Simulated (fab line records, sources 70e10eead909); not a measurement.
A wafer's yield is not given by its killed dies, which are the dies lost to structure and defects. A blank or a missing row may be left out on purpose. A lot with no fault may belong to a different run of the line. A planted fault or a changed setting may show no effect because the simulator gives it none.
Which of the tools did it?	flow nandHarc	24 lots with 72 wafers sampled at 5 steps, on a route of 1159 steps

WHAT THE GAUGES SHOWED, per wafer
NHARC_P_M0_INSPECT_11. Usual: 3.4 for rawDefectCount, sd 2.
lot	measured	on	rawDefectCount	flag
L074	day 5 18:08	defectInspect-02	3 2 2	
L075	day 5 19:13	defectInspect-01	5 2 3	
L077	day 6 06:25	defectInspect-02	3 4 2	
L076	day 6 10:20	defectInspect-02	2 6 3	
L078	day 6 19:16	defectInspect-02	4 2 0	
L079	day 7 06:13	defectInspect-01	3 1 3	
L080	day 7 09:14	defectInspect-01	2 1 2	
L083	day 7 16:07	defectInspect-02	2 3 1	
L082	day 7 16:16	defectInspect-01	5 1 2	
L081	day 7 16:42	defectInspect-02	5 3 5	
L085	day 8 09:58	defectInspect-02	4 8 6	
L084	day 8 10:19	defectInspect-02	6 6 1	
L086	day 9 07:49	defectInspect-01	4 3 4	
L088	day 9 08:23	defectInspect-02	2 3 3	
L087	day 9 08:54	defectInspect-01	5 0 2	
L089	day 9 18:02	defectInspect-01	2 9 3	
L090	day 9 19:02	defectInspect-02	3 4 2	
L091	day 10 09:18	defectInspect-02	0 2 5	
L092	day 10 09:51	defectInspect-02	2 2 3	
L093	day 10 11:26	defectInspect-02	9 3 8	
L094	day 10 23:44	defectInspect-02	5 5 5	
L095	day 11 03:40	defectInspect-01	2 9 5	
L096	day 11 04:05	defectInspect-01	4 4 3	
L097	day 12 04:14	defectInspect-02	4 4 3	

TOOL THAT RAN EACH LOT (tool first, then ch and the chambers of the sampled wafers, then the start)
lot	NHARC_P_GATE_RTA_82	NHARC_P_CONTACT_DESCUM_17	NHARC_P_CONTACT_ALD_22	NHARC_P_CONTACT_CMP_24
L074	rtpAnneal-02 ch 0, day 5 11:13	rieDiel-11 ch 1,2,3, day 5 13:04	aldMetal-02 ch 0,1, day 5 15:23	cmp-03 ch 1,3, day 5 16:43
L075	rtpAnneal-02 ch 0, day 5 12:19	rieDiel-08 ch 0,3, day 5 14:19	aldMetal-01 ch 0,2, day 5 16:23	cmp-01 ch 2,3, day 5 17:41
L077	rtpAnneal-01 ch 0, day 6 00:13	rieDiel-03 ch 0,2,3, day 6 02:21	aldMetal-01 ch 0,1, day 6 04:09	cmp-01 ch 0,2,3, day 6 05:02
L076	rtpAnneal-02 ch 0, day 6 01:29	rieDiel-03 ch 1,2,3, day 6 04:28	aldMetal-04 ch 0,1,3, day 6 06:17	cmp-04 ch 0,1,2, day 6 09:04
L078	rtpAnneal-02 ch 0, day 6 10:54	rieDiel-03 ch 0,1,2, day 6 12:55	aldMetal-02 ch 0,2,3, day 6 14:44	cmp-03 ch 0,2,3, day 6 17:52
L079	rtpAnneal-01 ch 0, day 6 21:46	rieDiel-03 ch 0,1,3, day 6 23:43	aldMetal-04 ch 0,1, day 7 01:33	cmp-04 ch 1,2,3, day 7 04:49
L080	rtpAnneal-01 ch 0, day 7 03:16	rieDiel-03 ch 0,1, day 7 05:11	aldMetal-04 ch 0,2, day 7 07:03	cmp-01 ch 1,2, day 7 07:55
L083	rtpAnneal-02 ch 0, day 7 08:17	rieDiel-03 ch 0,1,2, day 7 10:17	aldMetal-04 ch 0,2,3, day 7 12:06	cmp-01 ch 0,1,2, day 7 14:28
L082	rtpAnneal-01 ch 0, day 7 08:52	rieDiel-11 ch 0,2, day 7 10:49	aldMetal-01 ch 0,2,3, day 7 12:49	cmp-01 ch 0,1, day 7 14:45
L081	rtpAnneal-02 ch 0, day 7 09:43	rieDiel-03 ch 1,2,3, day 7 11:34	aldMetal-04 ch 0,1,3, day 7 13:25	cmp-01 ch 2,3, day 7 15:16
L085	rtpAnneal-02 ch 0, day 8 03:55	rieDiel-08 ch 1,2, day 8 05:47	aldMetal-04 ch 2,3, day 8 07:40	cmp-01 ch 1,3, day 8 08:32
L084	rtpAnneal-02 ch 0, day 8 04:11	rieDiel-03 ch 0,2,3, day 8 06:11	aldMetal-02 ch 0,1,2, day 8 08:01	cmp-04 ch 0,1,3, day 8 08:53
L086	rtpAnneal-02 ch 0, day 8 18:58	rieDiel-08 ch 0,3, day 8 20:59	aldMetal-01 ch 1,3, day 8 22:56	cmp-04 ch 0,2,3, day 9 06:25
L088	rtpAnneal-01 ch 0, day 8 19:45	rieDiel-08 ch 0,1,2, day 8 21:59	aldMetal-04 ch 0,1,3, day 8 23:53	cmp-01 ch 1,2,3, day 9 06:58
L087	rtpAnneal-02 ch 0, day 8 20:37	rieDiel-03 ch 1,3, day 8 22:34	aldMetal-01 ch 1,3, day 9 00:23	cmp-03 ch 0,1,2, day 9 07:31
L089	rtpAnneal-01 ch 0, day 9 10:25	rieDiel-08 ch 0,3, day 9 12:25	aldMetal-04 ch 0,1,2, day 9 14:16	cmp-01 ch 1,2,3, day 9 16:37
L090	rtpAnneal-01 ch 0, day 9 10:44	rieDiel-11 ch 0,1, day 9 12:54	aldMetal-02 ch 0,2,3, day 9 16:46	cmp-01 ch 0,2,3, day 9 17:37
L091	rtpAnneal-01 ch 0, day 9 20:19	rieDiel-11 ch 0,1,3, day 9 22:16	aldMetal-02 ch 0,2, day 10 00:14	cmp-01 ch 0,1, day 10 07:59
L092	rtpAnneal-01 ch 0, day 9 20:37	rieDiel-03 ch 0,1,3, day 9 22:37	aldMetal-01 ch 2,3, day 10 00:29	cmp-04 ch 0,1,2, day 10 08:34
L093	rtpAnneal-02 ch 0, day 10 01:57	rieDiel-08 ch 0,3, day 10 03:53	aldMetal-01 ch 1,2,3, day 10 05:47	cmp-03 ch 0,1,3, day 10 10:10
L094	rtpAnneal-01 ch 0, day 10 14:43	rieDiel-03 ch 0,1,3, day 10 16:41	aldMetal-02 ch 2,3, day 10 18:31	cmp-01 ch 1,2,3, day 10 22:06
L095	rtpAnneal-02 ch 0, day 10 19:46	rieDiel-08 ch 0,1,2, day 10 21:37	aldMetal-04 ch 0,1,2, day 10 23:29	cmp-03 ch 0,1,2, day 11 02:08
L096	rtpAnneal-01 ch 0, day 10 22:01	rieDiel-03 ch 1,2,3, day 11 00:02	aldMetal-01 ch 0,1,3, day 11 01:53	cmp-01 ch 0,1,3, day 11 02:44
L097	rtpAnneal-01 ch 0, day 11 16:39	rieDiel-03 ch 0,3, day 11 18:36	aldMetal-04 ch 0,3, day 11 20:28	cmp-03 ch 0,3, day 12 02:58
- NHARC_P_GATE_RTA_82: time 30 s.
- NHARC_P_CONTACT_DESCUM_17: chemistry O2, time 3 s.
- NHARC_P_CONTACT_ALD_22: deposits TiN, target thk 3 nm, pulse time 1 s, ald cycles 150.
- NHARC_P_CONTACT_CMP_24: polishes, t overpolish 30 s, target thk 200 nm.

WHAT THE TOOLS THEMSELVES READ (means of the sampled wafers that have a number; where no wafer has one, the mark that the record gives instead)
NHARC_P_GATE_RTA_82. Usual: lampPowerPct 4.02 %, standard deviation 0.04; lamp_zone_4_pct 4.02 %, standard deviation 0.041; wafer_temp_C_max 451.9, standard deviation 0.51.
lot	tool	lampPowerPct (%)	lamp_zone_4_pct (%)	wafer_temp_C_max	flag
L074	rtpAnneal-02	3.99	3.98	451.2	
L075	rtpAnneal-02	3.98	3.98	451.6	
L077	rtpAnneal-01	4.07	4.06	452.2	
L076	rtpAnneal-02	3.98	3.98	451.4	
L078	rtpAnneal-02	3.98	3.98	451.8	
L079	rtpAnneal-01	4.06	4.06	451.9	
L080	rtpAnneal-01	4.06	4.07	452.2	
L083	rtpAnneal-02	3.99	3.99	451.6	
L082	rtpAnneal-01	4.07	4.07	452.5	
L081	rtpAnneal-02	3.98	3.98	451.6	
L085	rtpAnneal-02	3.98	3.99	451.9	
L084	rtpAnneal-02	3.98	3.98	451.6	
L086	rtpAnneal-02	3.98	3.98	451.4	
L088	rtpAnneal-01	4.06	4.06	451.5	
L087	rtpAnneal-02	3.99	3.98	451.7	
L089	rtpAnneal-01	4.06	4.07	452.1	
L090	rtpAnneal-01	4.06	4.07	452.3	
L091	rtpAnneal-01	4.06	4.06	452.2	
L092	rtpAnneal-01	4.06	4.07	452.3	
L093	rtpAnneal-02	3.98	3.98	451.2	
L094	rtpAnneal-01	4.06	4.06	452.7	
L095	rtpAnneal-02	3.98	3.98	451.5	
L096	rtpAnneal-01	4.06	4.06	452.4	
L097	rtpAnneal-01	4.06	4.06	452.4	

NHARC_P_CONTACT_DESCUM_17. Usual: drypumpMotorCurrentA 5.6 A, standard deviation 0.61; oesProductAu 0.997 a.u., standard deviation 0.013; rfVppV 57.8 V, standard deviation 0.9; showerheadPlenumPTorr 1.92 Torr, standard deviation 0.082; throttleValvePct 11.311 %, standard deviation 0.0096.
lot	tool	drypumpMotorCurrentA (A)	oesProductAu (a.u.)	rfVppV (V)	showerheadPlenumPTorr (Torr)	throttleValvePct (%)	flag
L074	rieDiel-11	5.9	0.997	58.7	1.89	11.315	
L075	rieDiel-08	5.4	1.001	58.0	1.83	11.317	
L077	rieDiel-03	5.6	1.002	57.3	1.92	11.312	
L076	rieDiel-03	5.8	1.002	58.0	1.95	11.306	
L078	rieDiel-03	5.7	0.998	58.5	1.96	11.315	
L079	rieDiel-03	5.1	0.984	57.6	1.98	11.311	
L080	rieDiel-03	5.0	1.008	58.7	1.99	11.315	
L083	rieDiel-03	5.6	1.007	57.9	1.96	11.303	
L082	rieDiel-11	6.4	0.994	57.9	1.95	11.306	
L081	rieDiel-03	5.8	0.991	58.5	1.95	11.296	
L085	rieDiel-08	5.9	1.009	58.1	1.96	11.317	
L084	rieDiel-03	5.6	0.987	58.5	1.92	11.312	
L086	rieDiel-08	5.4	0.996	57.5	1.83	11.325	
L088	rieDiel-08	5.8	1.013	57.4	1.88	11.309	
L087	rieDiel-03	5.3	0.986	57.8	1.97	11.324	
L089	rieDiel-08	5.2	0.995	56.8	1.87	11.315	
L090	rieDiel-11	5.8	1.000	57.0	1.90	11.322	
L091	rieDiel-11	5.7	0.991	58.4	1.88	11.316	
L092	rieDiel-03	5.1	0.990	58.4	1.98	11.313	
L093	rieDiel-08	5.4	0.993	57.7	1.83	11.313	
L094	rieDiel-03	5.1	0.998	57.8	1.98	11.313	
L095	rieDiel-08	5.8	1.003	57.8	1.88	11.308	
L096	rieDiel-03	5.8	1.000	57.2	1.95	11.307	
L097	rieDiel-03	5.0	0.998	56.5	1.94	11.310	

NHARC_P_CONTACT_ALD_22. Usual: heaterPowerW 1125 W, standard deviation 100; precursorPulseHeightRel 1.005, standard deviation 0.02.
lot	tool	heaterPowerW (W)	precursorPulseHeightRel	flag
L074	aldMetal-02	1035	1.023	
L075	aldMetal-01	1080	1.006	
L077	aldMetal-01	1062	1.002	
L076	aldMetal-04	1186	1.011	
L078	aldMetal-02	1091	1.004	
L079	aldMetal-04	1214	1.004	
L080	aldMetal-04	1264	1.022	
L083	aldMetal-04	1195	1.001	
L082	aldMetal-01	1088	1.016	
L081	aldMetal-04	1201	0.996	
L085	aldMetal-04	1179	0.998	
L084	aldMetal-02	1105	1.020	
L086	aldMetal-01	1090	1.019	
L088	aldMetal-04	1208	0.993	
L087	aldMetal-01	1116	1.008	
L089	aldMetal-04	1232	1.000	
L090	aldMetal-02	1026	0.997	
L091	aldMetal-02	1032	1.004	
L092	aldMetal-01	1047	1.008	
L093	aldMetal-01	1084	1.007	
L094	aldMetal-02	1015	0.982	
L095	aldMetal-04	1212	1.000	
L096	aldMetal-01	1114	1.030	
L097	aldMetal-04	1154	1.019	

NHARC_P_CONTACT_CMP_24. Usual: motorCurrentA 11.9 A, standard deviation 1.6; overpolishRunS 30.001 s, standard deviation 0.009; slurryFilterDpKPa 13.52 kPa, standard deviation 0.14; timeToEndpointS 42 s, standard deviation 4.4.
lot	tool	motorCurrentA (A)	overpolishRunS (s)	slurryFilterDpKPa (kPa)	timeToEndpointS (s)	flag
L074	cmp-03	10.8	30.004	13.60	38	
L075	cmp-01	13.7	30.012	13.51	40	
L077	cmp-01	13.1	30.007	13.59	43	
L076	cmp-04	11.3	29.993	13.52	39	
L078	cmp-03	11.5	29.999	13.50	39	
L079	cmp-04	10.3	30.006	13.42	42	
L080	cmp-01	13.2	30.000	13.60	43	
L083	cmp-01	12.7	30.006	13.36	42	
L082	cmp-01	12.8	30.005	13.41	41	
L081	cmp-01	13.1	30.001	13.50	48	
L085	cmp-01	10.9	30.000	13.56	45	
L084	cmp-04	11.3	30.001	13.58	41	
L086	cmp-04	11.0	29.995	13.45	41	
L088	cmp-01	12.1	30.000	13.60	44	
L087	cmp-03	12.1	29.995	13.40	41	
L089	cmp-01	11.9	30.003	13.38	45	
L090	cmp-01	13.3	30.001	13.47	46	
L091	cmp-01	11.7	29.997	13.46	39	
L092	cmp-04	11.3	29.997	13.61	43	
L093	cmp-03	11.4	30.008	13.46	41	
L094	cmp-01	12.2	29.993	13.45	43	
L095	cmp-03	11.4	30.006	13.52	43	
L096	cmp-01	12.0	30.007	13.49	42	
L097	cmp-03	11.0	29.994	13.59	34	

THE ANSWER, worked out from the rows above alone
Rule: lot off if the mean of its wafers having a number is beyond 3 standard deviations from the usual mean. Also off: a lot with no number at a reading for which 4 or more lots have one. Where the step has rows for the other lots, those lots are counted as sound. First the gauges in route order, then the tools' own readings, where a lot's mean is used as printed above. At the first step where some lot is off, the reading lying furthest off is the one used; lots without a number count as furthest.
No lot is off at any reading shown: from this, nothing can be told.

WHAT THE SIMULATOR HAD INSERTED
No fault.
